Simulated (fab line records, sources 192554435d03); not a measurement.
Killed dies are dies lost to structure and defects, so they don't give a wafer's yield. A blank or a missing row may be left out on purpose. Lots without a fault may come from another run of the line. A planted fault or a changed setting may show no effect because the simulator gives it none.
Chamber matching | flow n5_finfet | N5_BEOL_M10_ETCH_66 on rie_diel-03: 4 sister chambers
The step etches SOC in N2/H2, target depth 120 nm, overetch 24 nm, time 180 s. 8 wafers are shown with their chamber, then 7 later ones without.

WAFERS WITH THEIR CHAMBER
wafer  | chamber | showerhead_plenum_p_Torr (Torr) | drypump_motor_current_A (A)
L079.3 | 0       | 2.63                            | 5.1
L079.5 | 0       | 2.63                            | 5.2
L084.4 | 2       | 2.44                            | 5.7
L086.1 | 3       | 2.44                            | 5.7
L086.4 | 1       | 2.53                            | 6.3
L086.5 | 3       | 2.43                            | 5.7
L091.1 | 2       | 2.43                            | 5.6
L091.4 | 1       | 2.53                            | 6.3

WAFERS WITHOUT THEIR CHAMBER
wafer  | showerhead_plenum_p_Torr (Torr) | drypump_motor_current_A (A)
L091.6 | 2.43                            | 5.6
L092.2 | 2.43                            | 5.7
L092.3 | 2.43                            | 5.6
L092.6 | 2.43                            | 5.6
L097.1 | 2.52                            | 6.3
L097.3 | 2.43                            | 5.6
L097.4 | 2.61                            | 5.2

WHICH CHAMBER EACH WENT THROUGH
wafer  | from the rows above     | in truth
L091.6 | can't be placed: 2 or 3 | 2
L092.2 | can't be placed: 3 or 2 | 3
L092.3 | can't be placed: 2 or 3 | 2
L092.6 | can't be placed: 2 or 3 | 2
L097.1 | 1                       | 1
L097.3 | can't be placed: 2 or 3 | 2
L097.4 | 0                       | 0
Placed correctly: 2 of 7. Can't be placed from these rows: 5 (the true chamber is among the candidates in 5). Placed wrongly: 0.
How it was worked out, from the rows above alone: a wafer's distance from a chamber is the root of the sum, over the readings, of the square of ((its reading less the chamber's mean) divided by the reading's scatter). The wafer belongs to the nearest chamber; if the next one is less than 2 further off, it can't be placed. A chamber's mean is the mean of its shown wafers. The scatter: the root of (the sum of the squares of (reading less its chamber's mean) over the shown wafers, divided by (wafers less chambers)).
